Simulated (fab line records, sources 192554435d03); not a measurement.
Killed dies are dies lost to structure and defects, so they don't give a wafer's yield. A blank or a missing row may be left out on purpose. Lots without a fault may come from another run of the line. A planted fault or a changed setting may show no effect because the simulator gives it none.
fab line records | flow n5_finfet
record lots=12 wafers=31 last_day=17
route steps=1938 shown BEOL_M2@909 BEOL_M4@1111 PASSIVATION@1936
lots that met no fault: from a run of the same line without faults
start_h: hours from the record's first day to the start of the lot's first wafer shown | wait_h: hours since the lot's step before | " the same as in the row above | L1.1+2: a row that stands for several wafers | - no value, or no start given | * or withheld: withheld | < > ~ a bound
route shown NAME@n: a module of which the file shows steps, and the number in the route of the first | usual: mean/standard deviation of fault-free wafers | same: alike in all rows | chamber/n: place in a boat | sites: the reading at each site | _std_site: their standard deviation | _edge_site: outer sites' mean less inner sites' | radius_mm: how far each site lies from the wafer's centre | mask NAME#n: copy n | behind: the tool/chamber that last shaped the wafer | hold: why the lot was held/for how many hours/how that ended | device: the transistor (n, p or np) that didn't switch | end of line: the same wafers' tests at the end of the route | a step without rows: its recipe alone | killed: dies lost to structure and defects at the first sort, not the wafer's yield | map: a wafer's dies, x killed, . not, _ none there
set.NAME: the setting as run; set.NAME@STEP: as run at that earlier step | model.NAME: the simulator's own value behind a step, which no gauge read
steps of the route over a sample of lots; a table a step, a row a wafer
services: from which hour (start_h, from the record's first day; less than 0 if before it) a tool's chamber was out of use, for how many hours, and why
## steps
# step N5_BEOL_M2_ANNEAL_82
# recipe temp_c=400 time_s=240 ambient=vacuum
# usual heater_power_w=830/82
# columns lot.wafer tool chamber start_h wait_h heater_power_w
L644.1 pvd_sputter-01 - 150.97 0.0 985
L644.3 " - " " 785
L645.2 pvd_sputter-03 - 157.02 0.0 800
L645.3 " - " " 963
L645.6 " - " " 807
L646.1 pvd_sputter-03 - 164.55 0.0 920
L646.2 " - " " 815
L646.5 " - " " 952
L648.1 pvd_sputter-02 - 183.96 0.0 706
L648.2 " - " " 711
L648.6 " - " " 858
L649.3 pvd_sputter-02 - 189.57 0.0 718
L649.4 " - " " 704
L650.1 pvd_sputter-03 - 197.02 0.0 863
L650.3 " - " " 856
L650.4 " - " " 795
L651.4 pvd_sputter-01 - 202.36 0.0 897
L651.5 " - " " 696
L651.6 " - " " 785
L661.3 pvd_sputter-03 - 257.21 0.0 925
L661.4 " - " " 827
L661.5 " - " " 866
L662.2 pvd_sputter-02 - 270.79 0.0 770
L662.5 " - " " 781
L663.4 pvd_sputter-03 - 273.65 0.0 872
L663.6 " - " " 847
L664.3 pvd_sputter-01 - 277.50 0.0 875
L664.6 " - " " 973
L665.1 pvd_sputter-01 - 279.34 0.0 850
L665.3 " - " " 790
L665.4 " - " " 710
# step N5_BEOL_M2_ANNEAL_87
# recipe temp_c=400 time_s=240 ambient=vacuum
# usual heater_power_w=828/82
# columns lot.wafer tool chamber start_h wait_h heater_power_w
L644.1 pvd_sputter-01 - 151.19 0.0 986
L644.3 " - " " 769
L645.2 pvd_sputter-03 - 157.24 0.0 797
L645.3 " - " " 952
L645.6 " - " " 780
L646.1 pvd_sputter-03 - 164.77 0.0 922
L646.2 " - " " 798
L646.5 " - " " 923
L648.1 pvd_sputter-02 - 184.18 0.0 706
L648.2 " - " " 704
L648.6 " - " " 820
L649.3 pvd_sputter-02 - 189.79 0.0 718
L649.4 " - " " 707
L650.1 pvd_sputter-03 - 197.24 0.0 880
L650.3 " - " " 864
L650.4 " - " " 786
L651.4 pvd_sputter-01 - 202.58 0.0 876
L651.5 " - " " 689
L651.6 " - " " 768
L661.3 pvd_sputter-03 - 257.43 0.0 931
L661.4 " - " " 861
L661.5 " - " " 840
L662.2 pvd_sputter-02 - 271.01 0.0 759
L662.5 " - " " 772
L663.4 pvd_sputter-03 - 273.87 0.0 856
L663.6 " - " " 855
L664.3 pvd_sputter-01 - 277.72 0.0 852
L664.6 " - " " 973
L665.1 pvd_sputter-01 - 279.56 0.0 881
L665.3 " - " " 777
L665.4 " - " " 693
# step N5_BEOL_M2_SPUTTER_88
# recipe material=Cu target_thk_a=45 temp_c=-20 chamber_pressure_pa=0.07 power_w=withheld time_s=8.29
# usual chamber_pressure_pa=0.07001/0.00014 chuck_gas_flow_sccm=1.26/0.052 throttle_valve_pct=30.3/0.91
# columns lot.wafer tool chamber start_h wait_h chamber_pressure_pa chuck_gas_flow_sccm throttle_valve_pct
L644.1 pvd_sputter-01 - 151.33 0.1 0.07011 1.24 29.3
L644.3 " - " " 0.07017 1.33 30.8
L645.2 pvd_sputter-03 - 157.38 0.1 0.06991 1.18 30.2
L645.3 " - " " 0.07005 1.30 31.8
L645.6 " - " " 0.06959 1.24 30.1
L646.1 pvd_sputter-03 - 164.91 0.1 0.0698 1.26 31.8
L646.2 " - " " 0.07011 1.27 30.0
L646.5 " - " " 0.07007 1.26 31.5
L648.1 pvd_sputter-02 - 184.32 0.1 0.07001 1.28 29.7
L648.2 " - " " 0.07005 1.36 29.5
L648.6 " - " " 0.06997 1.27 29.1
L649.3 pvd_sputter-02 - 189.93 0.1 0.07015 1.25 29.2
L649.4 " - " " 0.06979 1.28 29.6
L650.1 pvd_sputter-03 - 197.38 0.1 - - -
L650.3 " - " " - - -
L650.4 " - " " - - -
L651.4 pvd_sputter-01 - 202.72 0.1 - - -
L651.5 " - " " - - -
L651.6 " - " " - - -
L661.3 pvd_sputter-03 - 257.57 0.1 0.07008 1.19 32.0
L661.4 " - " " 0.07016 1.22 30.2
L661.5 " - " " 0.06989 1.20 30.1
L662.2 pvd_sputter-02 - 271.15 0.1 0.06997 1.30 30.2
L662.5 " - " " 0.07007 1.27 30.3
L663.4 pvd_sputter-03 - 274.01 0.1 0.06995 1.19 30.2
L663.6 " - " " 0.07018 1.29 30.2
L664.3 pvd_sputter-01 - 277.86 0.1 0.06989 1.18 31.8
L664.6 " - " " 0.07013 1.30 29.4
L665.1 pvd_sputter-01 - 279.70 0.1 0.0701 1.33 32.0
L665.3 " - " " 0.06993 1.20 30.8
L665.4 " - " " 0.07005 1.24 31.1
# step N5_BEOL_M2_SPUTTER_92
# recipe material=Cu target_thk_a=45 temp_c=-20 chamber_pressure_pa=0.07 power_w=withheld time_s=8.29
# usual chamber_pressure_pa=0.07003/0.00013 chuck_gas_flow_sccm=1.27/0.05 throttle_valve_pct=30.3/0.9
# columns lot.wafer tool chamber start_h wait_h chamber_pressure_pa chuck_gas_flow_sccm throttle_valve_pct
L644.1 pvd_sputter-01 - 151.77 0.1 0.07003 1.34 29.4
L644.3 " - " " 0.07 1.19 30.6
L645.2 pvd_sputter-03 - 157.82 0.1 0.06972 1.28 30.0
L645.3 " - " " 0.06988 1.27 31.6
L645.6 " - " " 0.0701 1.25 30.3
L646.1 pvd_sputter-03 - 165.35 0.1 0.06996 1.32 31.5
L646.2 " - " " 0.06986 1.17 30.3
L646.5 " - " " 0.07014 1.31 31.7
L648.1 pvd_sputter-02 - 184.76 0.1 0.07023 1.26 29.5
L648.2 " - " " 0.06992 1.23 29.4
L648.6 " - " " 0.07013 1.27 29.4
L649.3 pvd_sputter-02 - 190.37 0.1 0.07001 1.24 29.4
L649.4 " - " " 0.06998 1.26 29.6
L650.1 pvd_sputter-03 - 197.82 0.1 0.0698 1.29 29.4
L650.3 " - " " 0.06995 1.33 30.2
L650.4 " - " " 0.07003 1.25 30.0
L651.4 pvd_sputter-01 - 203.16 0.1 0.06974 1.23 31.9
L651.5 " - " " 0.06997 1.18 31.2
L651.6 " - " " 0.07032 1.31 30.8
L661.3 pvd_sputter-03 - 258.01 0.1 0.06981 1.30 31.7
L661.4 " - " " 0.0702 1.28 30.1
L661.5 " - " " 0.06995 1.28 30.1
L662.2 pvd_sputter-02 - 271.59 0.1 0.06994 1.28 30.3
L662.5 " - " " 0.07 1.29 30.0
L663.4 pvd_sputter-03 - 274.45 0.1 0.06997 1.19 30.1
L663.6 " - " " 0.06998 1.36 30.4
L664.3 pvd_sputter-01 - 278.30 0.1 0.07017 1.20 31.7
L664.6 " - " " 0.07013 1.27 29.4
L665.1 pvd_sputter-01 - 280.14 0.1 0.06986 1.31 32.0
L665.3 " - " " 0.07012 1.17 30.5
L665.4 " - " " 0.06998 1.27 30.8
# step N5_BEOL_M4_RC_MEAS_101
# usual DIBL_N=36.3/1.6 DIBL_P=36.2/2 IOFF_N=0.160/0.028 IOFF_P=0.21/0.036 ION_N=677/11 ION_P=465/6.9 SS_N=71.5/0.55 SS_P=73.3/0.64 VT_N=250/3 VT_P=-250/3.5
# columns lot.wafer tool chamber start_h wait_h DIBL_N[mV/V] DIBL_P[mV/V] IOFF_N[nA/um] IOFF_P[nA/um] ION_N[uA/um] ION_P[uA/um] SS_N[mV/dec] SS_P[mV/dec] VT_N[mV] VT_P[mV]
L644.1 prober-01 0 172.22 0.0 32.7 32.0 0.112 0.15 668 454 70.4 72.0 253 -257
L644.3 " 0 " " 35.3 35.6 0.149 0.19 671 462 71.5 72.9 249 -253
L645.2 prober-01 0 193.52 0.2 37.0 35.5 0.146 0.23 678 464 71.7 72.9 249 -247
L645.3 " 0 " " 38.2 37.4 0.175 0.26 678 474 71.3 73.4 247 -245
L645.6 " 0 " " 39.1 37.2 0.185 0.27 683 467 72.3 73.3 247 -243
L646.1 prober-01 0 200.16 0.0 33.3 33.7 0.114 0.15 660 456 70.6 72.6 256 -255
L646.2 " 0 " " 34.5 34.8 0.136 0.17 679 470 70.5 72.8 255 -252
L646.5 " 0 " " 34.5 33.9 0.139 0.16 669 457 71.2 73.1 252 -254
L648.1 prober-01 0 204.48 0.0 37.1 36.7 0.159 0.21 679 467 72.0 73.0 250 -252
L648.2 " 0 " " 37.2 35.5 0.166 0.20 671 459 72.2 72.8 247 -250
L648.6 " 0 " " 36.6 35.7 0.150 0.19 683 461 71.2 72.2 249 -250
L649.3 prober-01 0 209.69 0.3 37.7 40.4 0.219 0.27 702 478 71.6 74.7 243 -248
L649.4 " 0 " " 35.0 36.8 0.160 0.20 675 459 71.2 72.7 250 -252
L650.1 prober-01 0 222.86 0.0 34.8 33.0 0.131 0.20 651 456 71.4 72.0 253 -250
L650.3 " 0 " " 36.5 35.5 0.164 0.24 671 465 71.7 73.1 249 -245
L650.4 " 0 " " 34.3 33.7 0.126 0.21 648 454 70.7 73.1 254 -246
L651.4 prober-01 0 231.14 0.5 37.8 38.9 0.187 0.29 684 478 71.4 73.6 246 -243
L651.5 " 0 " " 38.0 39.1 0.190 0.29 688 479 72.1 73.4 248 -243
L651.6 " 0 " " 37.6 38.2 0.177 0.27 673 469 71.1 73.6 248 -244
L661.3 prober-02 0 280.67 0.3 35.7 34.2 0.147 0.22 666 458 71.0 72.6 250 -248
L661.4 " 0 " " 38.5 38.1 0.206 0.27 692 471 72.0 74.1 245 -246
L661.5 " 0 " " 37.5 35.7 0.178 0.23 697 476 71.6 73.1 249 -250
L662.2 prober-01 0 300.23 0.2 33.4 31.5 0.118 0.16 669 455 71.0 72.4 252 -255
L662.5 " 0 " " 32.2 30.3 0.107 0.15 668 461 69.9 72.7 255 -254
L663.4 prober-02 0 300.57 0.5 34.3 34.8 0.135 0.20 665 463 71.1 73.0 251 -249
L663.6 " 0 " " 34.5 34.4 0.128 0.18 665 462 70.9 73.1 253 -252
L664.3 prober-01 0 306.05 0.3 36.7 35.4 0.172 0.21 682 463 71.5 73.3 247 -250
L664.6 " 0 " " 35.5 34.4 0.151 0.20 684 465 71.0 73.7 246 -248
L665.1 prober-02 0 309.49 0.0 36.5 36.4 0.155 0.19 671 453 72.0 73.5 250 -254
L665.3 " 0 " " 35.6 35.2 0.144 0.16 678 456 71.4 73.4 251 -257
L665.4 " 0 " " 36.0 35.8 0.139 0.17 670 452 71.6 73.5 249 -253
# step N5_PASSIVATION_PROBE_49
# usual defect_limited_yield=91.2/1.5 killed_at_M0_to_M3=36/10 killed_at_M4_up=13/6 killed_at_contacts=11/5.2 killed_at_front_end=40/11 killed_at_other=3.1/2.9 killed_dies=104/17 killed_open=66/12 killed_short=34/7.7 sort_bin_5_function=5.1/0.91 sort_bin_6_memory=3.2/0.67 sort_bin_8_speed=0.00/0.0074 sort_n_pass=1076/17 sort_yield_pct=91.2/1.5
# same gross_dies=1180 killed_at_back_side=0 sort_bin_4_leakage[%]=0
# columns lot.wafer tool chamber start_h wait_h defect_limited_yield[%] killed_at_M0_to_M3 killed_at_M4_up killed_at_contacts killed_at_front_end killed_at_other killed_dies killed_open killed_short sort_bin_5_function[%] sort_bin_6_memory[%] sort_bin_8_speed[%] sort_n_pass sort_yield_pct[%]
L644.1 prober-01 - 282.10 0.0 92.6 24 8 11 42 2 87 62 25 4.7 2.4 0 1093 92.6
L644.3 prober-01 - 282.20 0.1 92.5 35 8 8 31 6 88 49 36 4.3 2.8 0 1092 92.5
L645.2 prober-02 - 299.51 0.1 92.4 23 17 16 28 6 90 51 34 4.5 3.0 0 1090 92.4
L645.3 prober-02 - 299.56 0.1 91.7 34 21 10 32 1 98 60 35 5.5 2.6 0 1082 91.7
L645.6 prober-02 - 299.71 0.3 90.9 34 22 18 30 3 107 73 32 5.3 3.7 0 1073 90.9
L646.1 prober-01 - 301.01 0.3 91.7 37 23 11 18 9 98 69 24 4.5 3.3 0 1082 91.7
L646.2 prober-01 - 301.06 0.3 91.8 36 20 14 20 7 97 74 23 4.6 3.5 0 1083 91.8
L646.5 prober-01 - 301.21 0.5 88.9 46 22 9 43 11 131 84 37 5.8 4.3 0 1049 88.9
L648.1 prober-02 - 302.56 0.0 88.6 46 12 16 51 9 134 76 52 6.4 4.2 0 1046 88.6
L648.2 prober-02 - 302.61 0.1 91.0 32 11 22 38 3 106 69 34 5.7 3.2 0 1074 91.0
L648.6 prober-02 - 302.81 0.3 90.7 42 15 10 43 0 110 65 42 5.2 3.7 0 1070 90.7
L649.3 prober-01 - 310.75 0.1 89.7 35 11 21 50 5 122 77 42 5.6 4.2 0 1058 89.7
L649.4 prober-01 - 310.80 0.2 91.9 43 7 16 26 4 96 60 34 4.8 3.0 0 1084 91.9
L650.1 prober-02 - 327.20 0.1 90.8 41 17 12 34 4 108 64 35 5.2 3.6 0 1072 90.8
L650.3 prober-02 - 327.30 0.2 91.4 45 10 7 38 2 102 58 35 5.2 3.1 0 1078 91.4
L650.4 prober-02 - 327.35 0.3 92.4 46 10 7 27 0 90 63 19 5.1 2.5 0.08 1089 92.3
L651.4 prober-02 - 348.82 0.2 90.2 47 8 8 52 1 116 63 46 6.3 3.1 0 1064 90.2
L651.5 prober-02 - 348.87 0.2 90.3 42 15 16 35 6 114 61 33 5.5 3.4 0 1066 90.3
L651.6 prober-02 - 348.92 0.3 90.9 50 18 9 25 5 107 73 28 5.2 3.6 0 1073 90.9
L661.3 prober-02 - 389.76 0.1 90.0 36 19 17 43 3 118 79 30 5.3 3.9 0 1062 90.0
L661.4 prober-02 - 389.81 0.2 90.0 34 22 9 53 0 118 79 36 6.8 3.1 0 1062 90.0
L661.5 prober-02 - 389.86 0.2 90.4 28 19 12 52 2 113 67 40 5.2 3.6 0 1067 90.4
L663.4 prober-02 - 403.17 0.2 90.8 33 33 7 36 0 109 77 31 5.1 4.1 0 1071 90.8
L663.6 prober-02 - 403.27 0.3 91.2 34 18 8 44 0 104 71 24 4.9 2.7 0 1076 91.2
L662.2 prober-01 - 403.92 0.1 88.7 38 25 20 50 0 133 91 38 7.0 4.0 0 1047 88.7
L662.5 prober-01 - 404.07 0.2 90.8 32 21 2 49 5 109 73 32 5.1 3.9 0 1071 90.8
L664.3 prober-02 - 417.38 0.1 93.0 26 14 2 39 2 83 48 34 3.9 2.8 0 1097 93.0
L664.6 prober-02 - 417.53 0.3 91.2 27 12 11 50 4 104 66 37 5.3 3.0 0 1076 91.2
L665.1 prober-01 - 417.80 0.0 92.0 37 13 11 27 6 94 55 33 5.3 2.5 0 1086 92.0
L665.3 prober-01 - 417.90 0.1 90.2 55 12 9 34 6 116 72 41 6.2 3.5 0 1064 90.2
L665.4 prober-01 - 417.95 0.2 90.9 44 12 13 32 6 107 65 31 5.0 3.4 0 1073 90.9
# killed by level:class
L644.1 FIN_SAQP:geometric_particle:open=16 MOL_CONTACT_COAG:geometric_particle:open=8 BEOL_M0_SAQP:geometric_particle:open=8 STI_FIN_REVEAL:geometric_particle:open=7 BEOL_M1:geometric_particle:open=7 FIN_SAQP:geometric_particle:short=4 BEOL_M3:geometric_particle:open=4 STARTING-WAFER:geometric_particle:short=4
L644.3 BEOL_M0_SAQP:geometric_particle:open=9 FIN_SAQP:geometric_particle:open=8 BEOL_M0:geometric_particle:short=8 MOL_CONTACT_COAG:geometric_particle:open=5 BEOL_M0_SAQP:geometric_particle:short=5 FIN_SAQP:geometric_particle:short=4 BEOL_M1:geometric_particle:open=4 STI_FIN_REVEAL:geometric_particle:open=4
L645.2 FIN_SAQP:geometric_particle:open=11 MOL_CONTACT_COAG:geometric_particle:open=8 MOL_CONTACT_COAG:geometric_particle:short=7 BEOL_M4:geometric_particle:open=7 BEOL_M3:geometric_particle:open=6 FIN_SAQP:geometric_particle:short=4 BEOL_M0_SAQP:geometric_particle:short=4 STARTING-WAFER:geometric_particle:open=4
L645.3 FIN_SAQP:geometric_particle:short=11 BEOL_M0_SAQP:geometric_particle:short=10 FIN_SAQP:geometric_particle:open=9 MOL_CONTACT_COAG:geometric_particle:open=9 BEOL_M0_SAQP:geometric_particle:open=9 BEOL_M1:geometric_particle:open=8 BEOL_M4:geometric_particle:open=5 BEOL_M6:geometric_particle:open=4
L645.6 MOL_CONTACT_COAG:geometric_particle:open=15 FIN_SAQP:geometric_particle:open=9 BEOL_M4:geometric_particle:open=7 BEOL_M0_SAQP:geometric_particle:short=6 BEOL_M1:geometric_particle:open=6 BEOL_M3:geometric_particle:open=6 BEOL_M0_SAQP:geometric_particle:open=5 BEOL_M4:geometric_particle:short=4
L646.1 BEOL_M1:geometric_particle:open=13 BEOL_M4:geometric_particle:open=10 MOL_CONTACT_COAG:geometric_particle:open=8 BEOL_M0:geometric_particle:open=7 STI_FIN_REVEAL:geometric_particle:open=6 BEOL_M0_SAQP:geometric_particle:open=6 BEOL_M4:geometric_particle:short=6 PASS1_CAP:geometric_particle:open=4
L646.2 BEOL_M4:geometric_particle:open=13 MOL_CONTACT_COAG:geometric_particle:open=12 BEOL_M0:geometric_particle:open=8 FIN_SAQP:geometric_particle:open=7 BEOL_M0_SAQP:geometric_particle:open=7 BEOL_M3:geometric_particle:open=7 BEOL_M0_SAQP:geometric_particle:short=5 FIN_SAQP:geometric_particle:short=4
L646.5 BEOL_M0_SAQP:geometric_particle:open=11 STI_FIN_REVEAL:geometric_particle:open=10 BEOL_M0_SAQP:geometric_particle:short=10 BEOL_M2:geometric_particle:open=10 BEOL_M4:geometric_particle:open=9 MOL_CONTACT_COAG:geometric_particle:open=7 BEOL_M3:geometric_particle:open=7 FIN_SAQP:geometric_particle:short=6
L648.1 BEOL_M0_SAQP:geometric_particle:short=16 BEOL_M0_SAQP:geometric_particle:open=11 FIN_SAQP:geometric_particle:short=10 STI_FIN_REVEAL:geometric_particle:open=10 MOL_CONTACT_COAG:geometric_particle:open=9 GATE_CUT:geometric_particle:short=8 BEOL_M0:geometric_particle:open=7 DUMMY_GATE:geometric_particle:open=6
L648.2 MOL_CONTACT_COAG:geometric_particle:open=20 FIN_SAQP:geometric_particle:short=10 STI_FIN_REVEAL:geometric_particle:open=9 BEOL_M2:geometric_particle:open=7 BEOL_M0_SAQP:geometric_particle:open=7 BEOL_M0_SAQP:geometric_particle:short=7 STI_FIN_REVEAL:geometric_particle:short=3 DUMMY_GATE:geometric_particle:short=3
L648.6 FIN_SAQP:geometric_particle:short=12 BEOL_M0_SAQP:geometric_particle:short=11 MOL_CONTACT_COAG:geometric_particle:open=10 BEOL_M0_SAQP:geometric_particle:open=9 BEOL_M1:geometric_particle:open=8 STI_FIN_REVEAL:geometric_particle:open=6 BEOL_M3:geometric_particle:open=6 BEOL_M4:geometric_particle:open=5
L649.3 FIN_SAQP:geometric_particle:short=25 MOL_CONTACT_COAG:geometric_particle:open=15 BEOL_M1:geometric_particle:open=12 FIN_SAQP:geometric_particle:open=7 STI_FIN_REVEAL:geometric_particle:open=7 BEOL_M3:geometric_particle:open=6 BEOL_M2:geometric_particle:open=5 MOL_CONTACT_COAG:geometric_particle:short=5
L649.4 MOL_CONTACT_COAG:geometric_particle:open=13 BEOL_M0_SAQP:geometric_particle:short=12 BEOL_M0_SAQP:geometric_particle:open=12 GATE_CUT:geometric_particle:open=7 BEOL_M3:geometric_particle:open=7 BEOL_M1:geometric_particle:short=5 FIN_SAQP:geometric_particle:open=4 DUMMY_GATE:geometric_particle:open=3
L650.1 STI_FIN_REVEAL:geometric_particle:open=16 MOL_CONTACT_COAG:geometric_particle:open=10 BEOL_M0_SAQP:geometric_particle:short=9 BEOL_M1:geometric_particle:open=7 BEOL_M2:interface_void_opened=6 BEOL_M0_SAQP:geometric_particle:open=5 BEOL_M2:geometric_particle:open=5 BEOL_M4:geometric_particle:open=5
L650.3 BEOL_M0_SAQP:geometric_particle:open=11 ILD0:geometric_particle:open=9 BEOL_M1:geometric_particle:open=9 BEOL_M0_SAQP:geometric_particle:short=7 BEOL_M2:interface_void_opened=7 DUMMY_GATE:geometric_particle:open=5 ILD0:geometric_particle:short=5 MOL_CONTACT_COAG:geometric_particle:open=5
L650.4 BEOL_M0_SAQP:geometric_particle:open=15 STI_FIN_REVEAL:geometric_particle:open=13 BEOL_M1:geometric_particle:open=6 MOL_CONTACT_COAG:geometric_particle:open=5 BEOL_M0_SAQP:geometric_particle:short=5 BEOL_M4:geometric_particle:open=5 BEOL_M2:interface_void_opened=5 BEOL_M2:geometric_particle:open=4
L651.4 FIN_SAQP:geometric_particle:short=17 FIN_SAQP:geometric_particle:open=14 BEOL_M0_SAQP:geometric_particle:short=11 BEOL_M0_SAQP:geometric_particle:open=9 BEOL_M2:geometric_particle:open=8 MOL_CONTACT_COAG:geometric_particle:open=7 BEOL_M1:geometric_particle:open=7 STARTING-WAFER:geometric_particle:short=6
L651.5 MOL_CONTACT_COAG:geometric_particle:open=14 BEOL_M0_SAQP:geometric_particle:short=10 BEOL_M3:geometric_particle:open=8 BEOL_M2:interface_void_opened=8 FIN_SAQP:geometric_particle:short=7 BEOL_M1:geometric_particle:open=7 BEOL_M0_SAQP:geometric_particle:open=7 HKMG_FIN:area_etch=7
L651.6 BEOL_M0_SAQP:geometric_particle:open=12 BEOL_M0_SAQP:geometric_particle:short=10 BEOL_M3:geometric_particle:open=10 BEOL_M4:geometric_particle:open=10 FIN_SAQP:geometric_particle:open=7 MOL_CONTACT_COAG:geometric_particle:open=6 STI_FIN_REVEAL:geometric_particle:open=5 BEOL_M2:interface_void_opened=5
L661.3 MOL_CONTACT_COAG:geometric_particle:open=12 FIN_SAQP:geometric_particle:open=10 BEOL_M4:geometric_particle:open=10 BEOL_M3:geometric_particle:open=8 BEOL_M0_SAQP:geometric_particle:open=6 HKMG_FIN:area_etch=6 ILD0:geometric_particle:open=5 MOL_CONTACT_COAG:geometric_particle:short=5
L661.4 FIN_SAQP:geometric_particle:open=13 BEOL_M2:geometric_particle:open=9 FIN_SAQP:geometric_particle:short=6 DUMMY_GATE:geometric_particle:open=6 ILD0:geometric_particle:open=6 MOL_CONTACT_COAG:geometric_particle:open=6 BEOL_M0_SAQP:geometric_particle:short=6 BEOL_M3:geometric_particle:open=6
L661.5 ILD0:geometric_particle:short=11 MOL_CONTACT_COAG:geometric_particle:open=11 FIN_SAQP:geometric_particle:open=9 FIN_SAQP:geometric_particle:short=9 BEOL_M4:geometric_particle:open=8 BEOL_M3:geometric_particle:open=8 BEOL_M1:geometric_particle:open=5 BEOL_M2:geometric_particle:open=5
L663.4 BEOL_M4:geometric_particle:open=21 BEOL_M0_SAQP:geometric_particle:open=9 FIN_SAQP:geometric_particle:open=8 GATE_CUT:geometric_particle:short=6 BEOL_M1:geometric_particle:open=6 STI_FIN_REVEAL:geometric_particle:open=5 MOL_CONTACT_COAG:geometric_particle:open=5 BEOL_M2:geometric_particle:open=5
L663.6 FIN_SAQP:geometric_particle:open=14 BEOL_M3:geometric_particle:open=11 BEOL_M4:geometric_particle:open=10 HKMG_FIN:area_etch=9 MOL_CONTACT_COAG:geometric_particle:open=8 BEOL_M0_SAQP:geometric_particle:open=8 FIN_SAQP:geometric_particle:short=7 BEOL_M0_SAQP:geometric_particle:short=6
L662.2 FIN_SAQP:geometric_particle:open=13 BEOL_M4:geometric_particle:open=13 MOL_CONTACT_COAG:geometric_particle:open=12 BEOL_M1:geometric_particle:open=12 FIN_SAQP:geometric_particle:short=11 MOL_CONTACT_COAG:geometric_particle:short=7 BEOL_M0_SAQP:geometric_particle:open=6 SPACER0:geometric_particle:open=5
L662.5 FIN_SAQP:geometric_particle:open=19 FIN_SAQP:geometric_particle:short=12 BEOL_M0_SAQP:geometric_particle:open=9 BEOL_M4:geometric_particle:open=9 BEOL_M0_SAQP:geometric_particle:short=5 BEOL_M1:geometric_particle:open=5 BEOL_M4:geometric_particle:short=5 BEOL_M3:geometric_particle:open=4
L664.3 FIN_SAQP:geometric_particle:open=10 BEOL_M3:geometric_particle:open=8 FIN_SAQP:geometric_particle:short=7 BEOL_M0_SAQP:geometric_particle:open=7 BEOL_M4:geometric_particle:open=6 GATE_CUT:geometric_particle:short=5 BEOL_M0_SAQP:geometric_particle:short=5 SPACER0:geometric_particle:short=3
L664.6 FIN_SAQP:geometric_particle:short=16 FIN_SAQP:geometric_particle:open=14 BEOL_M3:geometric_particle:open=10 MOL_CONTACT_COAG:geometric_particle:open=9 STI_FIN_REVEAL:geometric_particle:open=7 BEOL_M0_SAQP:geometric_particle:open=7 BEOL_M4:geometric_particle:open=5 STARTING-WAFER:geometric_particle:open=3
L665.1 BEOL_M0_SAQP:geometric_particle:short=12 MOL_CONTACT_COAG:geometric_particle:open=9 BEOL_M0_SAQP:geometric_particle:open=9 STI_FIN_REVEAL:geometric_particle:open=6 BEOL_M3:geometric_particle:open=5 STARTING-WAFER:geometric_particle:open=4 FIN_SAQP:geometric_particle:short=3 SPACER0:geometric_particle:short=3
L665.3 BEOL_M0_SAQP:geometric_particle:short=23 BEOL_M0_SAQP:geometric_particle:open=17 FIN_SAQP:geometric_particle:open=9 MOL_CONTACT_COAG:geometric_particle:open=8 STI_FIN_REVEAL:geometric_particle:open=6 BEOL_M4:geometric_particle:open=6 FIN_SAQP:geometric_particle:short=5 BEOL_M2:geometric_particle:open=4
L665.4 BEOL_M0_SAQP:geometric_particle:open=12 MOL_CONTACT_COAG:geometric_particle:open=10 BEOL_M0_SAQP:geometric_particle:short=10 BEOL_M3:geometric_particle:open=8 FIN_SAQP:geometric_particle:short=6 FIN_SAQP:geometric_particle:open=6 BEOL_M4:geometric_particle:open=6 HKMG_FIN:area_etch=6
## services
# columns tool chamber start_h hours kind
pvd_sputter-03 - 169.46 17.4 repair
pvd_sputter-01 - 265.60 4.9 repair
## key
first_sign step=N5_BEOL_M2_SPUTTER_88 reading=tool_record direction=missing
effect none on later readings
met_at N5_BEOL_M2_SPUTTER_88
struck_lots L650,L651
not_acting_at N5_BEOL_M2_ANNEAL_82,N5_BEOL_M2_ANNEAL_87,N5_BEOL_M2_SPUTTER_92
onset_between 164.91 197.38
fault kind=skipped_step_whole tool=pvd_sputter-01,pvd_sputter-03 chamber=- onset_h=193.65 steps=N5_BEOL_M2_SPUTTER_88 scope=struck_lots_only
